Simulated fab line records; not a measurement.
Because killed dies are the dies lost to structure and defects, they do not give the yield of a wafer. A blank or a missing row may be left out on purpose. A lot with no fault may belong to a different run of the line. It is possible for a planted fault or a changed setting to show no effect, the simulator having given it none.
fab line records	flow n5Finfet
record: lots: 6	wafers: 18	lastDay: 16
route steps=1938 shown SD_EPI_P@302 PASSIVATION@1936
lots untouched by any fault: they come from a run of this same line in which no faults occurred
startH: hours from the record's opening day to when the first of the lot's shown wafers began	waitH: hours elapsed since this lot's preceding step	" repeats the value in the row above	L1.1+2: one row covering several wafers at once	- no value, or no start was given	* or withheld: withheld	< > ~ a bound
route shown NAME@n: NAME is a module with steps in the file, n the number in the route of the first one	usual: mean and standard deviation over wafers with no fault	same: alike in all rows	chamber/n: place in a boat	sites: the reading at each site	_std_site: standard deviation across them	_edge_site: the outer-site mean with the inner-site mean subtracted	radiusMm: how far each site lies from the wafer's centre	mask NAME#n: copy n	behind: the tool/chamber that last shaped the wafer	hold: why the lot was held/for how many hours/how that ended	device: whichever transistor did not switch (one of n, p or np)	end of line: the route-end tests of the same wafers	where a step has no rows: the recipe by itself	killed: count of dies lost to structure and defects at first sort (not the wafer's yield)	map: dies across one wafer; x = killed, . = not, _ = none there
set.NAME: the setting the step ran with; set.NAME@STEP: the setting that earlier step ran with	model.NAME: the simulator's own value behind a step, which no gauge read
certain route steps with their lots: each step a table, each wafer a row
services: from which hour (startH, from the record's first day; less than 0 if before it) a tool's chamber was out of use, for how many hours, and why
== steps ==
step: N5_SD_EPI_P_DEVELOP_08
recipe: developTimeS: 30	developer: TMAH	resist: CAR-ArF-block	devTempC: 23	rinseLiquid: diw	dry: airSpin
step: N5_SD_EPI_P_CD_MEAS_09
recipe: targetCdNm: 240	landingEnergyEv: 500	detector: seInlens
usual: cdNm: 239.5/0.85
lot.wafer	tool	chamber	startH	waitH	cdNm
L557.1	cdSem-02	0	58.77	-	238.2
L557.4	"	0	"	"	238.2
L557.6	"	0	"	"	239.8
L558.3	cdSem-02	0	66.59	-	239.6
L558.5	"	0	"	"	238.0
L558.6	"	0	"	"	239.5
L561.1	cdSem-02	0	84.30	-	238.9
L561.5	"	0	"	"	237.2
L561.6	"	0	"	"	238.9
L564.3	cdSem-01	0	104.27	-	240.2
L564.4	"	0	"	"	240.9
L564.5	"	0	"	"	241.1
L574.2	cdSem-02	0	164.52	-	239.5
L574.3	"	0	"	"	239.1
L574.6	"	0	"	"	239.1
L575.1	cdSem-02	0	170.55	-	238.1
L575.2	"	0	"	"	239.6
L575.5	"	0	"	"	239.1
step: N5_SD_EPI_P_OVL_MEAS_10
recipe: pointsPerWafer: 44
usual: SD_P_BLK_OVL: 0.1/0.85
lot.wafer	tool	chamber	startH	waitH	SD_P_BLK_OVL[nm]
L557.1	overlay-02	0	58.80	0.0	-0.6
L557.4	"	0	"	"	-1.3
L557.6	"	0	"	"	-0.5
L558.3	overlay-02	0	66.62	0.0	-0.2
L558.5	"	0	"	"	-0.7
L558.6	"	0	"	"	-1.3
L561.1	overlay-02	0	84.33	0.0	0.5
L561.5	"	0	"	"	1.5
L561.6	"	0	"	"	0.4
L564.3	overlay-01	0	104.30	0.0	-0.8
L564.4	"	0	"	"	-0.7
L564.5	"	0	"	"	-1.0
L574.2	overlay-02	0	164.55	0.0	-0.4
L574.3	"	0	"	"	-1.0
L574.6	"	0	"	"	-0.8
L575.1	overlay-01	0	170.60	0.1	-0.2
L575.2	"	0	"	"	0.3
L575.5	"	0	"	"	0.7
step: N5_SD_EPI_P_INSPECT_11
recipe: mode: adi	inspectInstrument: macro
usual: rawDefectCount: 2.0/1.4
lot.wafer	tool	chamber	startH	waitH	rawDefectCount
L557.1	defectInspect-02	-	58.82	0.0	2
L557.4	"	-	"	"	3
L557.6	"	-	"	"	2
L558.3	defectInspect-02	-	66.64	0.0	2
L558.5	"	-	"	"	0
L558.6	"	-	"	"	4
L561.1	defectInspect-02	-	84.36	0.0	2
L561.5	"	-	"	"	2
L561.6	"	-	"	"	1
L564.3	defectInspect-01	-	104.33	0.0	3
L564.4	"	-	"	"	1
L564.5	"	-	"	"	3
L574.2	defectInspect-02	-	164.58	0.0	2
L574.3	"	-	"	"	2
L574.6	"	-	"	"	2
L575.1	defectInspect-02	-	170.63	0.0	2
L575.2	"	-	"	"	3
L575.5	"	-	"	"	2
step: N5_SD_EPI_P_DESCUM_14
recipe: chemistry: O2	timeS: 7.9	sourcePowerW: 50	biasPowerW: 20	pressureMtorr: 20	rfFrequencyHz: 2.712e+07	tempC: 40	resist: CAR-ArF-block	o2FlowSccm: 225
usual: drypumpMotorCurrentA: 5.8/0.41	oesProductAu: 0.78/0.078	rfVppV: 242.9/1.5	showerheadPlenumPTorr: 2.08/0.082	throttleValvePct: 20.47/0.25
lot.wafer	tool	chamber	startH	waitH	drypumpMotorCurrentA	oesProductAu	rfHoursCounterH	rfVppV	showerheadPlenumPTorr	throttleValvePct
L557.1	rieDiel-03	3	59.17	0.3	6.3	0.87	62	244.7	2.21	20.40
L557.4	"	2	"	"	5.7	0.93	16	244.1	2.13	20.33
L557.6	"	3	"	"	6.3	0.85	-	245.2	2.21	20.38
L558.3	rieDiel-03	3	66.69	0.1	6.3	0.86	64	244.4	2.21	20.39
L558.5	"	3	"	"	6.3	0.86	-	245.8	2.21	20.38
L558.6	"	0	"	"	5.4	0.75	-	243.8	2.12	20.95
L561.1	rieDiel-03	2	85.43	1.1	5.7	0.91	26	243.1	2.13	20.32
L561.5	"	3	"	"	6.3	0.85	-	244.6	2.21	20.42
L561.6	"	2	"	"	5.7	0.91	-	241.3	2.13	20.31
L564.3	rieDiel-04	0	104.43	0.1	6.4	0.81	87	240.8	1.95	20.50
L564.4	"	3	"	"	6.0	0.71	241	244.0	2.06	20.69
L564.5	"	2	"	"	5.5	0.69	-	243.2	2.18	20.75
L574.2	rieDiel-02	3	164.69	0.1	5.5	0.73	156	242.5	2.10	20.51
L574.3	"	1	"	"	5.2	0.93	20	241.8	2.05	20.04
L574.6	"	2	"	"	5.8	0.68	-	241.7	2.05	20.20
L575.1	rieDiel-03	3	171.02	0.4	6.3	0.81	100	246.4	2.20	20.43
L575.2	"	0	"	"	5.4	0.72	184	243.6	2.10	20.99
L575.5	"	2	"	"	5.7	0.85	-	243.4	2.12	20.38
step: N5_SD_EPI_P_ETCH_36
recipe: chemistry: CF4	target: SiARC	targetDepthA: 455	maskMaterial: CAR-ArF-block	timeS: 75.8	ionEnergyEv: 80	pressureMtorr: 40	sourceW: 545	biasW: 36	Ar_flow_sccm: 100	cf4FlowSccm: 100	ends: cleared
usual: drypumpMotorCurrentA: 5.8/0.41	etchRfOnTimeS: 75.7/2	oesProductAu: 0.67/0.068	rfVppV: 183.9/1.2	showerheadPlenumPTorr: 2.13/0.075	throttleValvePct: 15.67/0.2
lot.wafer	tool	chamber	startH	waitH	drypumpMotorCurrentA	etchRfOnTimeS	oesProductAu	rfHoursCounterH	rfVppV	showerheadPlenumPTorr	throttleValvePct
L557.1	rieDiel-03	3	59.20	0.0	6.3	74.5	0.75	62	184.3	2.26	15.61
L557.4	"	2	"	"	5.7	73.6	0.79	16	183.8	2.18	15.49
L557.6	"	3	"	"	6.3	74.1	0.75	-	185.7	2.26	15.61
L558.3	rieDiel-03	3	66.73	0.0	6.3	75.8	0.74	64	186.7	2.26	15.59
L558.5	"	3	"	"	6.3	74.9	0.74	-	185.7	2.26	15.60
L558.6	"	0	"	"	5.4	75.3	0.65	-	184.1	2.15	15.98
L561.1	rieDiel-03	2	85.47	0.0	5.7	73.5	0.78	26	183.9	2.18	15.51
L561.5	"	3	"	"	6.3	74.7	0.73	-	186.0	2.26	15.62
L561.6	"	2	"	"	5.7	73.4	0.78	-	183.6	2.18	15.50
L564.3	rieDiel-04	0	104.46	0.0	6.3	78.3	0.69	87	182.3	2.02	15.70
L564.4	"	3	"	"	6.0	76.9	0.61	241	184.3	2.11	15.86
L564.5	"	2	"	"	5.5	78.6	0.57	-	183.5	2.21	15.88
L574.2	rieDiel-02	3	164.72	0.0	5.4	77.0	0.62	156	184.5	2.14	15.65
L574.3	"	1	"	"	5.2	74.3	0.78	20	184.7	2.10	15.16
L574.6	"	2	"	"	5.8	76.6	0.59	-	183.9	2.12	15.62
L575.1	rieDiel-03	3	171.05	0.0	6.3	75.4	0.70	100	185.8	2.25	15.66
L575.2	"	0	"	"	5.4	75.6	0.62	184	183.3	2.14	16.05
L575.5	"	2	"	"	5.7	76.2	0.73	-	184.1	2.17	15.56
step: N5_SD_EPI_P_ETCH_37
recipe: chemistry: N2/H2	target: SOC	overetchA: 1080	maskMaterial: SiARC	tempC: 40	ionEnergyEv: 100	sourceW: 3000	biasW: 133	pressureMtorr: 20	timeS: 486	n2FlowSccm: 200	h2FlowSccm: 200	ends: endPoint
usual: drypumpMotorCurrentA: 5.8/0.41	oesProductAu: 0.70/0.065	rfVppV: 240.5/1.6	showerheadPlenumPTorr: 2.52/0.097	throttleValvePct: 23.83/0.21
lot.wafer	tool	chamber	startH	waitH	drypumpMotorCurrentA	oesProductAu	rfHoursCounterH	rfVppV	showerheadPlenumPTorr	throttleValvePct
L557.1	rieDiel-03	3	59.26	0.0	6.3	0.77	62	241.9	2.68	23.53
L557.4	"	2	"	"	5.7	0.82	17	243.3	2.60	23.66
L557.6	"	3	"	"	6.3	0.77	-	242.0	2.68	23.52
L558.3	rieDiel-03	3	66.79	0.0	6.3	0.77	65	240.6	2.68	23.53
L558.5	"	3	"	"	6.3	0.76	-	243.9	2.68	23.52
L558.6	"	0	"	"	5.4	0.68	-	239.6	2.54	24.33
L561.1	rieDiel-03	2	85.52	0.0	5.7	0.80	26	242.2	2.59	23.67
L561.5	"	3	"	"	6.3	0.76	-	242.4	2.68	23.53
L561.6	"	2	"	"	5.7	0.80	-	241.5	2.59	23.68
L564.3	rieDiel-04	0	104.52	0.0	6.4	0.73	87	237.1	2.35	23.86
L564.4	"	3	"	"	6.0	0.64	241	242.0	2.50	23.81
L564.5	"	2	"	"	5.5	0.61	-	242.1	2.60	23.86
L574.2	rieDiel-02	3	164.78	0.0	5.4	0.66	156	240.0	2.53	23.67
L574.3	"	1	"	"	5.2	0.80	20	240.0	2.49	23.62
L574.6	"	2	"	"	5.7	0.62	-	240.3	2.52	23.79
L575.1	rieDiel-03	3	171.11	0.0	6.3	0.73	100	241.6	2.67	23.57
L575.2	"	0	"	"	5.4	0.65	184	240.5	2.52	24.36
L575.5	"	2	"	"	5.7	0.76	-	241.9	2.58	23.72
step: N5_SD_EPI_P_STRIP_38
recipe: chemistry: N2/H2	tempC: 40	n2FlowSccm: 200	h2FlowSccm: 200	rfFrequencyHz: 6e+07
step: N5_SD_EPI_P_ETCHBACK_46
recipe: chemistry: CH3F/O2	mode: anisotropicEtchback	target: SiNx	targetDepthA: 175	stopOn: SiO2	overEtchFrac: 0.3	ionEnergyEv: 120	pressureMtorr: 30	sourceW: 395	biasW: 73	Ar_flow_sccm: 150	CH3F_flow_sccm: 30	O2_flow_sccm: 20
step: N5_SD_EPI_P_ETCH_47
recipe: chemistry: CH3F/O2	target: SiOCN	targetDepthA: 250	maskMaterial: SOC	ionEnergyEv: 60	biasW: 29	pressureMtorr: 30	sourceW: 410	Ar_flow_sccm: 150	CH3F_flow_sccm: 30	O2_flow_sccm: 20
usual: CH3F_flow_sccm: 30.00/0.093	drypumpMotorCurrentA: 5.8/0.41	oes_ar_750_au: 0.78/0.076	oesProductAu: 0.78/0.078	rfVppV: 126.9/2.4	showerheadPlenumPTorr: 1.99/0.074	throttleValvePct: 16.39/0.19
lot.wafer	tool	chamber	startH	waitH	CH3F_flow_sccm	drypumpMotorCurrentA	oes_ar_750_au	oesProductAu	rfHoursCounterH	rfVppV	showerheadPlenumPTorr	throttleValvePct
L557.1	rieDiel-03	3	59.68	0.1	30.01	6.3	0.88	0.86	63	125.6	2.13	16.36
L557.4	"	2	"	"	29.91	5.7	0.91	0.93	17	124.9	2.04	16.17
L557.6	"	3	"	"	29.94	6.3	0.88	0.87	-	125.2	2.13	16.37
L558.3	rieDiel-03	3	67.21	0.1	30.11	6.3	0.87	0.85	65	124.7	2.13	16.36
L558.5	"	3	"	"	30.03	6.3	0.87	0.86	-	124.4	2.13	16.37
L558.6	"	0	"	"	30.07	5.4	0.76	0.76	-	125.3	2.01	16.66
L561.1	rieDiel-03	2	85.95	0.1	29.89	5.7	0.89	0.91	26	124.8	2.03	16.20
L561.5	"	3	"	"	29.87	6.3	0.87	0.84	-	124.9	2.13	16.38
L561.6	"	2	"	"	29.99	5.7	0.88	0.91	-	125.9	2.03	16.20
L564.3	rieDiel-04	0	104.94	0.1	29.81	6.3	0.81	0.80	87	128.6	1.88	16.42
L564.4	"	3	"	"	30.07	6.1	0.72	0.71	241	126.3	1.97	16.61
L564.5	"	2	"	"	30.05	5.5	0.68	0.68	-	126.1	2.06	16.57
L574.2	rieDiel-02	3	165.20	0.1	29.99	5.4	0.73	0.74	156	131.1	1.99	16.34
L574.3	"	1	"	"	30.10	5.2	0.89	0.91	20	125.5	1.96	15.93
L574.6	"	2	"	"	29.95	5.7	0.69	0.69	-	129.3	1.98	16.31
L575.1	rieDiel-03	3	171.54	0.1	29.94	6.3	0.83	0.81	101	124.0	2.12	16.43
L575.2	"	0	"	"	30.06	5.4	0.73	0.73	184	129.3	1.99	16.73
L575.5	"	2	"	"	30.08	5.7	0.84	0.84	-	125.9	2.02	16.27
step: N5_SD_EPI_P_ETCH_16
recipe: chemistry: CHF3/O2	target: SiO2	targetDepthA: 50	maskMaterial: SOC	pressureMtorr: 30	sourceW: 650	biasW: 170	Ar_flow_sccm: 200	CHF3_flow_sccm: 50	O2_flow_sccm: 5	ionEnergyEv: 200
usual: CHF3_flow_sccm: 50.01/0.14	drypumpMotorCurrentA: 5.8/0.41	oes_ar_750_au: 0.78/0.076	oesProductAu: 0.78/0.077	rfVppV: 521/9.2	showerheadPlenumPTorr: 2.40/0.087	throttleValvePct: 18.95/0.18
lot.wafer	tool	chamber	startH	waitH	CHF3_flow_sccm	drypumpMotorCurrentA	oes_ar_750_au	oesProductAu	rfHoursCounterH	rfVppV	showerheadPlenumPTorr	throttleValvePct
L557.1	rieDiel-03	3	59.78	0.1	50.11	6.3	0.87	0.85	63	511	2.56	18.94
L557.4	"	2	"	"	50.23	5.7	0.91	0.93	17	517	2.45	18.79
L557.6	"	3	"	"	50.07	6.2	0.88	0.86	-	510	2.56	18.96
L558.3	rieDiel-03	3	67.31	0.1	50.02	6.2	0.87	0.86	65	510	2.56	18.95
L558.5	"	3	"	"	49.99	6.3	0.87	0.86	-	511	2.56	18.96
L558.6	"	0	"	"	49.87	5.4	0.76	0.76	-	524	2.42	19.27
L561.1	rieDiel-03	2	86.05	0.1	50.11	5.7	0.89	0.91	26	516	2.45	18.79
L561.5	"	3	"	"	49.99	6.3	0.86	0.84	-	510	2.55	18.97
L561.6	"	2	"	"	49.82	5.7	0.89	0.91	-	516	2.44	18.78
L564.3	rieDiel-04	0	105.04	0.1	50.09	6.4	0.82	0.81	87	528	2.26	18.97
L564.4	"	3	"	"	49.80	6.0	0.72	0.71	241	523	2.38	19.17
L564.5	"	2	"	"	50.02	5.5	0.68	0.68	-	515	2.48	19.08
L574.2	rieDiel-02	3	165.30	0.1	49.92	5.5	0.73	0.74	156	541	2.40	18.91
L574.3	"	1	"	"	49.91	5.2	0.90	0.91	20	517	2.37	18.53
L574.6	"	2	"	"	49.58	5.7	0.70	0.70	-	531	2.39	18.83
L575.1	rieDiel-03	3	171.64	0.1	50.10	6.3	0.84	0.81	101	512	2.54	19.01
L575.2	"	0	"	"	50.12	5.4	0.73	0.72	184	525	2.40	19.31
L575.5	"	2	"	"	49.86	5.7	0.84	0.84	-	517	2.43	18.83
step: N5_SD_EPI_P_STRIP_50
recipe: chemistry: CHF3/O2	resist: SiARC	rfFrequencyHz: 6e+07
step: N5_SD_EPI_P_SD_RECESS_17
recipe: chemistry: HBr/Cl2/O2	targetDepthA: 391	btTimeS: 3	pressureMtorr: 10	icpW: 800	biasW: 112	HBr_flow_sccm: 150	Cl2_flow_sccm: 80	O2_flow_sccm: 12
usual: drypumpMotorCurrentA: 5.9/0.44	oesProductAu: 0.993/0.017	throttleValvePct: 37.1/0.34
lot.wafer	tool	chamber	startH	waitH	drypumpMotorCurrentA	oesProductAu	rfHoursCounterH	throttleValvePct	model.etch.depthNm	model.SD_EPI_P.featureDepthNm
L557.1	rieSi-02	1	59.85	0.0	6.1	0.992	20	36.3	39.22	39.2
L557.4	"	0	"	"	6.0	1.030	17	36.8	39.53	39.6
L557.6	"	1	"	"	6.2	0.998	-	36.4	38.75	38.8
L558.3	rieSi-01	3	67.38	0.0	6.5	0.977	73	37.6	39.08	39
L558.5	"	0	"	"	5.4	1.008	-	37.2	40.08	40
L558.6	"	1	"	"	5.3	1.000	-	36.9	38.34	38.4
L561.1	rieSi-01	2	86.12	0.0	6.2	0.986	196	37.3	32.02	32
L561.5	"	2	"	"	6.2	0.983	-	37.3	31.94	32
L561.6	"	3	"	"	6.5	0.972	-	37.6	31.99	32
L564.3	rieSi-01	1	105.11	0.0	5.3	0.996	57	36.9	31.84	31.8
L564.4	"	3	"	"	6.5	0.978	73	37.6	32.8	32.8
L564.5	"	1	"	"	5.3	0.991	-	36.9	31.62	31.6
L574.2	rieSi-04	3	165.37	0.0	5.9	0.987	7	36.5	40.11	40.2
L574.3	"	1	"	"	6.5	1.000	49	37.0	39.3	39.2
L574.6	"	1	"	"	6.5	1.001	-	37.0	38.78	38.8
L575.1	rieSi-04	3	171.71	0.0	6.0	1.009	7	36.5	40.67	40.6
L575.2	"	0	"	"	5.8	0.967	154	37.1	38.52	38.6
L575.5	"	2	"	"	5.9	0.985	-	37.3	39.86	39.8
step: N5_SD_EPI_P_WET_ETCH_45
recipe: chemistry: dHF	dilution: withheld	timeS: 10.7	target: SiO2	targetDepthA: 20	tempC: 25	dry: ipaMarangoni	rinseTimeS: 30	rinseTempC: 23
step: N5_PASSIVATION_PROBE_49
usual: killed_at_M0_to_M3: 31/11	killed_at_M4_up: 14/5.1	killedAtContacts: 12/5.6	killedAtFrontEnd: 42/12	killedAtOther: 3.8/2.9	killedDies: 103/18	killedOnRim: 14/4.5	killedOpen: 67/14	killedShort: 33/8
same: grossDies: 1180	killedAtBackSide: 0
lot.wafer	tool	chamber	startH	waitH	killed_at_M0_to_M3	killed_at_M4_up	killedAtContacts	killedAtFrontEnd	killedAtOther	killedDies	killedOnRim	killedOpen	killedShort
L557.1	prober-02	-	291.86	0.8	20	8	10	34	0	72	14	46	24
L557.4	prober-02	-	292.01	1.0	29	6	12	43	4	94	17	64	30
L557.6	prober-02	-	292.11	1.1	37	11	19	28	4	99	12	63	35
L561.1	prober-02	-	315.82	0.0	17	23	19	26	1	86	10	57	24
L561.5	prober-02	-	316.02	0.2	23	4	15	52	2	96	3	71	25
L561.6	prober-02	-	316.07	0.3	31	6	13	49	1	100	16	68	27
L564.3	prober-01	-	326.36	0.1	53	12	6	54	4	129	17	72	43
L575.1	prober-02	-	385.89	0.0	26	8	8	25	6	73	11	39	32
L575.2	prober-02	-	385.94	0.1	32	14	9	30	7	92	14	57	34
L575.5	prober-02	-	386.09	0.2	23	10	11	33	9	86	14	52	33
killed by level:class
L557.1 BEOL_M0_SAQP:geometricParticle:short=9 MOL_CONTACT_COAG:geometricParticle:open=7 BEOL_M0_SAQP:geometricParticle:open=7 STARTING-WAFER:geometricParticle:open=6 DUMMY_GATE:geometricParticle:open=4 ILD0:geometricParticle:short=4 ILD0:geometricParticle:open=4 BEOL_M8:geometricParticle:open=4
L557.4 BEOL_M0_SAQP:geometricParticle:open=13 FIN_SAQP:geometricParticle:open=11 MOL_CONTACT_COAG:geometricParticle:open=10 STI_FIN_REVEAL:geometricParticle:open=9 BEOL_M0_SAQP:geometricParticle:short=7 ILD0:geometricParticle:open=4 STARTING-WAFER:geometricParticle:short=4 FIN_SAQP:geometricParticle:short=3
L557.6 MOL_CONTACT_COAG:geometricParticle:open=15 BEOL_M2:geometricParticle:open=9 BEOL_M0_SAQP:geometricParticle:short=9 BEOL_M0_SAQP:geometricParticle:open=6 BEOL_M4:geometricParticle:open=5 FIN_SAQP:geometricParticle:open=4 STI_FIN_REVEAL:geometricParticle:open=4 GATE_CUT:geometricParticle:short=4
L561.1 BEOL_M4:geometricParticle:open=17 MOL_CONTACT_COAG:geometricParticle:open=15 BEOL_M1:geometricParticle:open=7 STI_FIN_REVEAL:geometricParticle:open=6 MOL_CONTACT_COAG:geometricParticle:short=4 BEOL_M0_SAQP:geometricParticle:short=4 FIN_SAQP:geometricParticle:short=3 BEOL_M4:geometricParticle:short=3
L561.5 FIN_SAQP:geometricParticle:open=20 MOL_CONTACT_COAG:geometricParticle:open=13 STI_FIN_REVEAL:geometricParticle:open=9 BEOL_M1:geometricParticle:open=8 FIN_SAQP:geometricParticle:short=4 BEOL_M0_SAQP:geometricParticle:open=4 STARTING-WAFER:geometricParticle:open=4 DUMMY_GATE:geometricParticle:open=3
L561.6 STI_FIN_REVEAL:geometricParticle:open=15 BEOL_M0_SAQP:geometricParticle:open=12 MOL_CONTACT_COAG:geometricParticle:open=10 STI_FIN_REVEAL:geometricParticle:short=7 BEOL_M0_SAQP:geometricParticle:short=7 BEOL_M3:geometricParticle:open=7 FIN_SAQP:geometricParticle:short=4 FIN_SAQP:geometricParticle:open=4
L564.3 BEOL_M0_SAQP:geometricParticle:short=17 BEOL_M0_SAQP:geometricParticle:open=16 HKMG_FIN:areaEtch=13 BEOL_M1:geometricParticle:open=9 STI_FIN_REVEAL:geometricParticle:open=6 ILD0:geometricParticle:open=6 MOL_CONTACT_COAG:geometricParticle:open=5 BEOL_M2:geometricParticle:open=5
L575.1 MOL_CONTACT_COAG:geometricParticle:open=8 BEOL_M0_SAQP:geometricParticle:short=8 BEOL_M0_SAQP:geometricParticle:open=7 FIN_SAQP:geometricParticle:short=4 STI_FIN_REVEAL:geometricParticle:open=4 BEOL_M4:geometricParticle:open=4 ILD0:geometricParticle:short=3 BEOL_M1:geometricParticle:short=3
L575.2 STI_FIN_REVEAL:geometricParticle:open=16 BEOL_M0_SAQP:geometricParticle:short=10 MOL_CONTACT_COAG:geometricParticle:open=8 BEOL_M0:geometricParticle:open=8 BEOL_M4:geometricParticle:open=6 BEOL_M4:geometricParticle:short=5 BEOL_M0_SAQP:geometricParticle:open=4 MIM_TOP_ETCH:geometricParticle:short=4
L575.5 STI_FIN_REVEAL:geometricParticle:open=9 MOL_CONTACT_COAG:geometricParticle:open=7 BEOL_M0_SAQP:geometricParticle:open=6 BEOL_M1:geometricParticle:short=6 GATE_CUT:geometricParticle:open=5 MOL_CONTACT_COAG:geometricParticle:short=4 MIM_TOP_ETCH:geometricParticle:short=4 SPACER0:geometricParticle:open=3
== services ==
tool	chamber	startH	hours	kind
rieSi-04	-	46.61	1.2	repair
rieDiel-04	-	69.57	28.1	pm
rieDiel-02	1	73.75	-	clean
rieDiel-02	1	73.75	-	consumableReplace:focusRing
rieDiel-02	1	73.75	19.5	scheduledDown
rieDiel-02	1	73.75	19.5	ventCycle
rieDiel-02	-	102.59	2.8	pm
rieSi-01	1	123.29	8.5	repair
rieSi-01	2	131.82	-	clean
rieSi-01	2	131.82	13.2	scheduledDown
rieDiel-04	3	136.92	-	clean
rieDiel-04	3	136.92	-	consumableReplace:focusRing
rieDiel-04	3	136.92	28.0	scheduledDown
rieDiel-04	3	136.92	28.0	ventCycle
rieDiel-03	1	144.94	3.3	repair
rieDiel-03	1	148.25	-	clean
rieDiel-03	1	148.25	-	consumableReplace:esc
rieDiel-03	1	148.25	-	consumableReplace:focusRing
rieDiel-03	1	148.25	23.6	scheduledDown
rieDiel-03	1	148.25	23.6	ventCycle
rieDiel-04	2	165.08	-	clean
rieDiel-04	2	165.08	-	consumableReplace:focusRing
rieDiel-04	2	165.08	20.6	scheduledDown
rieDiel-04	2	165.08	20.6	ventCycle
== key ==
firstSign none at tools or gauges
modelEffect: step: N5_SD_EPI_P_SD_RECESS_17	value: etch.depthNm	without: 38.91	struck: 32.03
metAt N5_SD_EPI_P_SD_RECESS_17
struckWafers L561.1,L561.5,L561.6,L564.3,L564.4,L564.5
testerLeftOut L561,L564
baselineLoss: step: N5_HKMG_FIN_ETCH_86	wafers: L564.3
onsetBetween 67.38 86.12
fault: kind: processParameterDrift	tool: rieSi-01	chamber: -	onsetH: 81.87	steps: N5_SD_EPI_P_SD_RECESS_17	channel: targetDepthA	offset: -69.05	shape: step	endH: 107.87	actsIn: theseRecipesOnly	stated: 391
testerLeftOut: of these lots the tester's yield and bins aren't shown, on N5 and GAA mostly nor the transistor test; their killed dies are dies lost to structure and defects alone, not to doping, threshold or leakage, so they don't give the yield
baselineLoss: these wafers lose ten dies or more at that step, a loss of the line's own and not of a fault; the sort's usual values leave them out
